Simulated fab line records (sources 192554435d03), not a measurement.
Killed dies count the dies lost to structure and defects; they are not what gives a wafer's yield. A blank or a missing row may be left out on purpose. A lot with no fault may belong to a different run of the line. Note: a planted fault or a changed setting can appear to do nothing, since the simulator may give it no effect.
Matching of chambers    flow n5 finfet    rie diel-02 running N5_BEOL_M14_VIA_ETCH_16: 4 sister chambers
The step etches SiO2 in C4F8/O2/Ar, target depth 1231.3 nm. 16 wafers are shown with their chamber, then 8 later ones without.

## EACH WAFER AND ITS CHAMBER
wafer   chamber  rf vpp V (V)  drypump motor current A (A)  showerhead plenum p Torr (Torr)
L076.2  2        2252          5.4                          3.53
L076.4  0        2213          5.3                          3.61
L076.6  0        2211          5.2                          3.61
L079.1  3        2203          5.9                          3.41
L079.4  0        2212          5.3                          3.60
L079.6  3        2202          5.9                          3.41
L082.1  2        2250          5.4                          3.51
L082.4  1        2247          5.7                          3.52
L082.6  3        2202          5.9                          3.40
L085.2  3        2202          5.9                          3.40
L085.4  2        2251          5.4                          3.51
L085.6  3        2202          5.9                          3.40
L086.4  2        2250          5.4                          3.51
L086.5  3        2201          5.9                          3.40
L086.6  0        2210          5.2                          3.59
L096.1  0        2210          5.2                          3.59

SIGNATURES (averages over the wafers above)
reading                   chamber 0  chamber 1  chamber 2  chamber 3  scatter within a chamber
rf vpp V                  2211.20    2247.00    2250.75    2202.00    0.981
drypump motor current A   5.240      5.700      5.400      5.900      0.0316
showerhead plenum p Torr  3.6000     3.5200     3.5150     3.4033     0.00833
Rule: for each reading, subtract the chamber's mean from the wafer's reading, divide by that reading's scatter and square the result; add these up over the readings and take the root, which gives the wafer's distance from the chamber. The wafer belongs to the nearest chamber; if the next one is less than 2 further off, it can't be placed. The scatter: the root of (the sum of the squares of (reading less its chamber's mean) over the shown wafers, divided by (wafers less chambers)).

## WAFERS WITHOUT THEIR CHAMBER
wafer   rf vpp V (V)  drypump motor current A (A)  showerhead plenum p Torr (Torr)
L096.3  2247          5.7                          3.51
L096.5  2251          5.4                          3.51
L095.3  2210          5.2                          3.58
L095.5  2200          5.9                          3.39
L095.6  2210          5.3                          3.58
L097.2  2245          5.7                          3.51
L097.3  2210          5.2                          3.58
L097.4  2201          5.9                          3.39

## EACH ONE'S CHAMBER
wafer   from the rows above  in truth
L096.3  1                    1
L096.5  2                    2
L095.3  0                    0
L095.5  3                    3
L095.6  0                    0
L097.2  1                    1
L097.3  0                    0
L097.4  3                    3
Placed correctly: 8 of 8. From these rows, 0 cannot be placed. 0 placed wrongly.
